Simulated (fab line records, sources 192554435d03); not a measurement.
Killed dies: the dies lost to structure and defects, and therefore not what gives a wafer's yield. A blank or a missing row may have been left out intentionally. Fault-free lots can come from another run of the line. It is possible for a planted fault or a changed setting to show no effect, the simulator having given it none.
fab line records	flow n5_finfet
record lots=10	wafers=30	last_day=19
route steps=1938 shown BEOL_M0_SAQP@656 BEOL_M4@1111
lots with no fault: from the same line, run without faults
start_h: hours from the record's opening day to when the first of the lot's shown wafers began	wait_h: time in hours since the lot's previous step	" repeats the value in the row above	L1.1+2: several wafers, shown together as one row	- no value, or no start was given	* or withheld: withheld	< > ~ a bound
route shown NAME@n: a module of which the file shows steps, and the number in the route of the first	usual: average and standard deviation across the fault-free wafers	same: alike in all rows	chamber/n: place in a boat	sites: readings site by site	_std_site: the values' standard deviation	_edge_site: inner sites' mean taken away from outer sites' mean	radius_mm: how far each site lies from the wafer's centre	mask NAME#n: copy n	behind: the most recent tool/chamber to have shaped the wafer	hold: why the lot went on hold/how many hours it stayed there/how the hold came to an end	device: transistor that didn't switch, given as n, p or np	end of line: tests run on the same wafers once the route is complete	a step without rows: its recipe alone	killed: dies that structure and defects cost at the first sort, which is not the same as the wafer's yield	map: a wafer's dies, x killed, . not, _ none there
set.NAME: setting as actually run; set.NAME@STEP: the setting as run at that earlier step	model.NAME: the simulator's own value behind a step, which no gauge read
a sample of lots followed through the steps of the route, with each step as a table and each wafer as a row
services: from which hour (start_h, from the record's first day; less than 0 if before it) a tool's chamber was out of use, for how many hours, and why
## steps
# step N5_BEOL_M0_SAQP_HM_OPEN_112
# recipe chemistry=CHF3/O2	target=SiO2	stop_on=a-Si	target_depth_a=120	over_etch_frac=1.25	mask_material=SOC	time_s=13.5	pressure_mtorr=30	source_w=650	bias_w=170	Ar_flow_sccm=200	CHF3_flow_sccm=50	O2_flow_sccm=5	ion_energy_ev=200	ends=end_point
# usual drypump_motor_current_A=5.8/0.46	oes_product_au=0.51/0.054	rf_vpp_V=528/7.9	showerhead_plenum_p_Torr=2.41/0.095	throttle_valve_pct=18.94/0.24
lot.wafer	tool	chamber	start_h	wait_h	drypump_motor_current_A	oes_product_au	rf_hours_counter_h	rf_vpp_V	showerhead_plenum_p_Torr	throttle_valve_pct
L102.1	rie_diel-06	1	126.61	0.0	6.5	0.51	158	521	2.41	19.16
L102.4	"	0	"	"	5.3	0.52	-	520	2.23	19.00
L102.5	"	1	"	"	6.5	0.50	-	522	2.41	19.18
L103.1	rie_diel-06	0	133.85	0.0	5.2	0.51	108	519	2.23	19.00
L103.3	"	1	"	"	6.5	0.50	161	521	2.40	19.16
L103.4	"	1	"	"	6.5	0.50	-	521	2.40	19.18
L105.1	rie_diel-05	0	145.71	0.0	5.8	0.47	241	525	2.38	19.12
L105.4	"	3	"	"	5.2	0.48	191	529	2.39	18.53
L105.6	"	2	"	"	6.0	0.51	-	519	2.52	19.27
L107.3	rie_diel-05	1	163.19	0.0	5.7	0.45	215	527	2.49	18.89
L107.4	"	3	"	"	5.1	0.47	194	529	2.39	18.52
L107.6	"	2	"	"	6.0	0.50	-	520	2.52	19.27
L108.2	rie_diel-05	1	167.95	0.0	5.6	0.45	217	526	2.48	18.88
L108.4	"	0	"	"	5.8	0.46	246	525	2.38	19.12
L108.6	"	2	"	"	6.0	0.50	-	519	2.52	19.26
L109.1	rie_diel-02	1	173.41	0.0	6.5	0.59	20	542	2.55	18.61
L109.4	"	0	"	"	6.2	0.45	244	523	2.48	18.68
L109.6	"	2	"	"	5.3	0.53	-	539	2.34	18.86
L115.3	rie_diel-05	0	207.48	0.0	5.8	0.65	1	524	2.38	18.74
L115.4	"	3	"	"	5.2	0.47	211	528	2.38	18.56
L115.5	"	1	"	"	5.7	0.45	-	529	2.48	18.90
L117.1	rie_diel-02	2	218.64	0.0	5.3	0.51	128	539	2.33	18.88
L117.2	"	1	"	"	6.6	0.57	37	542	2.54	18.64
L117.6	"	3	"	"	5.2	0.58	-	525	2.45	19.08
L118.1	rie_diel-05	0	224.91	0.0	5.8	0.63	6	525	2.38	18.76
L118.4	"	2	"	"	6.0	0.49	153	518	2.51	19.30
L118.6	"	0	"	"	5.9	0.62	-	523	2.38	18.73
L119.1	rie_diel-05	0	232.25	0.0	5.8	0.61	9	523	2.37	18.74
L119.2	"	1	"	"	5.6	0.44	239	525	2.48	18.93
L119.5	"	2	"	"	6.0	0.49	-	519	2.51	19.30
# step N5_BEOL_M0_SAQP_RECESS_114
# recipe chemistry=HF/NH3	target=SiO2	target_depth_a=144	afs_cycles=3	temp_c=30	sublimation_temp_c=180	sublimation_time_s=60
# usual drypump_motor_current_A=6.23/0.25
lot.wafer	tool	chamber	start_h	wait_h	drypump_motor_current_A
L102.1	vapor_etch-02	1	127.13	0.0	6.16
L102.4	"	0	"	"	6.18
L102.5	"	1	"	"	6.15
L103.1	vapor_etch-01	1	134.16	0.0	6.63
L103.3	"	0	"	"	5.92
L103.4	"	1	"	"	6.64
L105.1	vapor_etch-01	1	146.03	0.0	6.59
L105.4	"	1	"	"	6.60
L105.6	"	0	"	"	5.93
L107.3	vapor_etch-01	0	163.62	0.1	5.93
L107.4	"	1	"	"	6.61
L107.6	"	1	"	"	6.61
L108.2	vapor_etch-02	1	168.27	0.0	6.18
L108.4	"	1	"	"	6.18
L108.6	"	1	"	"	6.19
L109.1	vapor_etch-02	1	173.83	0.0	6.18
L109.4	"	1	"	"	6.19
L109.6	"	1	"	"	6.19
L115.3	vapor_etch-01	1	207.95	0.1	6.61
L115.4	"	0	"	"	5.93
L115.5	"	0	"	"	5.91
L117.1	vapor_etch-02	1	218.95	0.0	6.17
L117.2	"	0	"	"	6.18
L117.6	"	0	"	"	6.18
L118.1	vapor_etch-02	1	225.22	0.0	6.19
L118.4	"	0	"	"	6.17
L118.6	"	0	"	"	6.17
L119.1	vapor_etch-01	0	232.56	0.0	5.94
L119.2	"	1	"	"	6.60
L119.5	"	1	"	"	6.62
# step N5_BEOL_M0_SAQP_ETCH_102
# recipe chemistry=CF4	target=SiO2	target_depth_a=40	ion_energy_ev=350	time_s=4.4	pressure_mtorr=10	icp_w=800	bias_w=400	cf4_flow_sccm=80
# usual drypump_motor_current_A=5.6/0.38	oes_product_au=1.005/0.014	throttle_valve_pct=21.75/0.21
# same time_s=4.4
lot.wafer	tool	chamber	start_h	wait_h	drypump_motor_current_A	oes_product_au	rf_hours_counter_h	throttle_valve_pct
L102.1	rie_si-03	0	128.34	0.1	5.1	0.993	3	22.06
L102.4	"	3	"	"	5.5	1.009	94	21.54
L102.5	"	0	"	"	5.1	1.005	-	22.06
L103.1	rie_si-03	1	135.48	0.1	5.3	1.011	151	21.60
L103.3	"	0	"	"	5.1	1.007	3	22.05
L103.4	"	3	"	"	5.5	0.999	94	21.55
L105.1	rie_si-06	1	147.66	0.1	5.7	0.990	122	21.90
L105.4	"	2	"	"	5.6	0.981	157	21.40
L105.6	"	3	"	"	6.3	1.001	-	21.92
L107.3	rie_si-02	2	164.70	0.1	6.3	1.020	95	21.81
L107.4	"	1	"	"	5.6	1.006	151	21.69
L107.6	"	0	"	"	5.7	1.029	-	21.71
L108.2	rie_si-02	1	169.47	0.1	5.6	1.008	152	21.69
L108.4	"	2	"	"	6.4	1.011	95	21.80
L108.6	"	0	"	"	5.7	1.019	-	21.71
L109.1	rie_si-02	0	175.03	0.1	5.7	1.017	8	21.70
L109.4	"	0	"	"	5.6	1.008	-	21.72
L109.6	"	1	"	"	5.6	1.002	-	21.68
L115.3	rie_si-03	2	209.48	0.1	5.1	0.978	148	21.48
L115.4	"	1	"	"	5.2	1.017	152	21.63
L115.5	"	3	"	"	5.5	1.016	-	21.57
L117.1	rie_si-02	3	220.89	0.1	5.4	1.004	93	22.12
L117.2	"	2	"	"	6.3	1.024	96	21.81
L117.6	"	1	"	"	5.5	1.014	-	21.68
L118.1	rie_si-03	2	226.89	0.1	5.2	0.972	149	21.47
L118.4	"	1	"	"	5.2	1.001	153	21.62
L118.6	"	3	"	"	5.5	1.016	-	21.57
L119.1	rie_si-02	2	234.59	0.1	6.3	1.023	96	21.81
L119.2	"	3	"	"	5.4	0.996	93	22.13
L119.5	"	1	"	"	5.6	1.007	-	21.70
# step N5_BEOL_M0_SAQP_COAT_105
# recipe resist=SOC	temp_c=250	time_s=60	spin_rpm=1500	resist_thk_nm=100
# usual spin_speed_rpm=1500.0/1.1
# same time_s=60
lot.wafer	tool	chamber	start_h	wait_h	spin_speed_rpm
L102.1	litho_track-01	0	128.84	0.3	1499.6
L102.4	"	0	"	"	1500.7
L102.5	"	0	"	"	1500.3
L103.1	litho_track-04	0	135.98	0.3	1498.7
L103.3	"	0	"	"	1499.9
L103.4	"	0	"	"	1498.9
L105.1	litho_track-01	0	148.17	0.3	1501.8
L105.4	"	0	"	"	1500.4
L105.6	"	0	"	"	1500.8
L107.3	litho_track-01	0	165.21	0.2	1372.9
L107.4	"	0	"	"	1372.2
L107.6	"	0	"	"	1373.5
L108.2	litho_track-01	0	169.97	0.3	1373.7
L108.4	"	0	"	"	1372.4
L108.6	"	0	"	"	1373.1
L109.1	litho_track-01	0	175.52	0.3	1373.5
L109.4	"	0	"	"	1372.8
L109.6	"	0	"	"	1372.7
L115.3	litho_track-02	0	209.99	0.2	1501.1
L115.4	"	0	"	"	1500.0
L115.5	"	0	"	"	1497.5
L117.1	litho_track-04	0	221.39	0.3	1499.4
L117.2	"	0	"	"	1499.4
L117.6	"	0	"	"	1500.7
L118.1	litho_track-02	0	227.39	0.3	1499.4
L118.4	"	0	"	"	1500.4
L118.6	"	0	"	"	1501.8
L119.1	litho_track-02	0	235.08	0.3	1499.1
L119.2	"	0	"	"	1498.3
L119.5	"	0	"	"	1499.6
# step N5_BEOL_M4_RC_MEAS_101
# usual DIBL_N=35.8/1.7	DIBL_P=35.3/2	IOFF_N=0.150/0.026	IOFF_P=0.194/0.029	ION_N=667/11	ION_P=456/7.1	SS_N=71.4/0.65	SS_P=73.1/0.64	VT_N=251/3	VT_P=-252/3.2
lot.wafer	tool	chamber	start_h	wait_h	DIBL_N[mV/V]	DIBL_P[mV/V]	IOFF_N[nA/um]	IOFF_P[nA/um]	ION_N[uA/um]	ION_P[uA/um]	SS_N[mV/dec]	SS_P[mV/dec]	VT_N[mV]	VT_P[mV]
L102.1	prober-02	0	239.13	0.0	36.3	39.2	0.181	0.208	679	459	71.7	73.6	248	-252
L102.4	"	0	"	"	35.5	38.0	0.148	0.189	659	453	72.0	73.9	249	-253
L102.5	"	0	"	"	35.1	37.0	0.158	0.186	675	458	71.8	72.7	252	-253
L103.1	prober-02	0	244.26	0.0	36.4	35.5	0.157	0.188	673	457	71.0	72.8	251	-249
L103.3	"	0	"	"	37.6	37.3	0.187	0.220	688	463	71.5	73.7	246	-249
L103.4	"	0	"	"	34.9	33.0	0.123	0.159	658	450	70.8	73.2	256	-253
L105.1	prober-02	0	260.43	0.0	34.8	34.4	0.118	0.165	659	450	70.4	72.9	254	-255
L105.4	"	0	"	"	35.6	35.2	0.126	0.167	649	448	71.1	72.2	254	-256
L105.6	"	0	"	"	34.6	33.4	0.110	0.152	638	445	70.9	72.4	257	-259
L107.3	prober-01	0	273.25	0.3	36.8	35.8	0.160	0.220	670	466	71.6	73.3	251	-246
L107.4	"	0	"	"	36.0	34.6	0.148	0.216	672	463	71.1	73.3	250	-245
L107.6	"	0	"	"	36.3	36.0	0.154	0.232	666	463	71.7	73.3	250	-246
L109.1	prober-02	0	276.82	0.0	33.9	32.9	0.124	0.169	660	451	71.0	72.6	254	-252
L109.4	"	0	"	"	35.7	34.6	0.149	0.199	673	465	70.5	72.7	252	-251
L109.6	"	0	"	"	36.5	34.1	0.156	0.182	665	450	70.8	72.6	251	-254
L108.2	prober-01	0	277.01	0.2	34.5	36.0	0.148	0.217	665	464	71.5	73.9	250	-247
L108.4	"	0	"	"	33.9	34.6	0.136	0.202	660	463	70.9	72.9	251	-250
L108.6	"	0	"	"	35.6	36.7	0.175	0.238	671	462	71.9	73.8	247	-246
L115.3	prober-01	0	313.59	0.3	34.5	34.0	0.121	0.179	650	454	71.1	73.7	254	-250
L115.4	"	0	"	"	34.4	32.9	0.116	0.167	656	451	70.8	72.8	255	-255
L115.5	"	0	"	"	36.1	35.3	0.143	0.204	668	455	71.9	72.8	253	-251
L117.1	prober-02	0	327.20	0.0	36.4	34.8	0.156	0.168	648	436	72.4	73.4	254	-253
L117.2	"	0	"	"	35.6	34.5	0.137	0.160	665	450	71.5	73.4	251	-254
L117.6	"	0	"	"	38.0	37.2	0.190	0.194	679	455	72.3	74.3	248	-253
L118.1	prober-01	0	335.82	0.0	36.1	35.1	0.165	0.231	666	467	71.9	72.7	245	-246
L118.4	"	0	"	"	38.2	36.6	0.209	0.262	691	470	71.8	73.3	243	-244
L118.6	"	0	"	"	34.3	31.9	0.121	0.186	652	458	70.9	72.6	251	-251
L119.1	prober-01	0	338.72	0.0	33.6	33.6	0.139	0.173	664	454	70.7	72.6	250	-253
L119.2	"	0	"	"	33.7	32.3	0.123	0.147	652	452	70.9	71.9	254	-257
L119.5	"	0	"	"	33.3	32.0	0.122	0.149	652	445	70.9	72.5	251	-256
## services
tool	chamber	start_h	hours	kind
rie_diel-06	0	117.80	3.6	repair
rie_diel-06	2	121.62	-	clean
rie_diel-06	2	121.62	-	consumable_replace:focus_ring
rie_diel-06	2	121.62	13.3	scheduled_down
rie_diel-06	2	121.62	13.3	vent_cycle
rie_diel-02	-	145.67	1.1	repair
rie_si-02	3	174.52	23.4	repair
rie_si-02	0	175.83	7.0	repair
rie_diel-06	3	177.16	1.4	repair
rie_diel-05	0	186.26	-	clean
rie_diel-05	0	186.26	-	consumable_replace:focus_ring
rie_diel-05	0	186.26	17.9	scheduled_down
rie_diel-05	0	186.26	17.9	vent_cycle
rie_diel-06	1	192.14	6.6	repair
rie_si-02	0	193.10	3.9	repair
rie_diel-02	0	198.85	-	clean
rie_diel-02	0	198.85	-	consumable_replace:focus_ring
rie_diel-02	0	198.85	22.0	scheduled_down
rie_diel-02	0	198.85	22.0	vent_cycle
rie_diel-06	3	210.04	5.9	repair
rie_diel-05	-	215.11	2.8	pm
rie_si-06	-	218.94	2.8	pm
rie_si-02	0	232.10	4.7	repair
## key
first_sign step=N5_BEOL_M0_SAQP_COAT_105	reading=spin_speed_rpm	direction=down	sigmas=99+	usual=*	struck=*
effect none on later readings
met_at N5_BEOL_M0_SAQP_COAT_105
struck_lots L107,L108,L109
not_acting_at N5_BEOL_M0_SAQP_HM_OPEN_112,N5_BEOL_M0_SAQP_RECESS_114,N5_BEOL_M0_SAQP_ETCH_102
onset_between 148.17 165.21
fault kind=process_parameter_drift	tool=litho_track-01	chamber=-	onset_h=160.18	steps=N5_BEOL_M0_SAQP_COAT_105	channel=spin_rpm	offset=*	shape=step	end_h=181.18	acts_in=*	stated=*
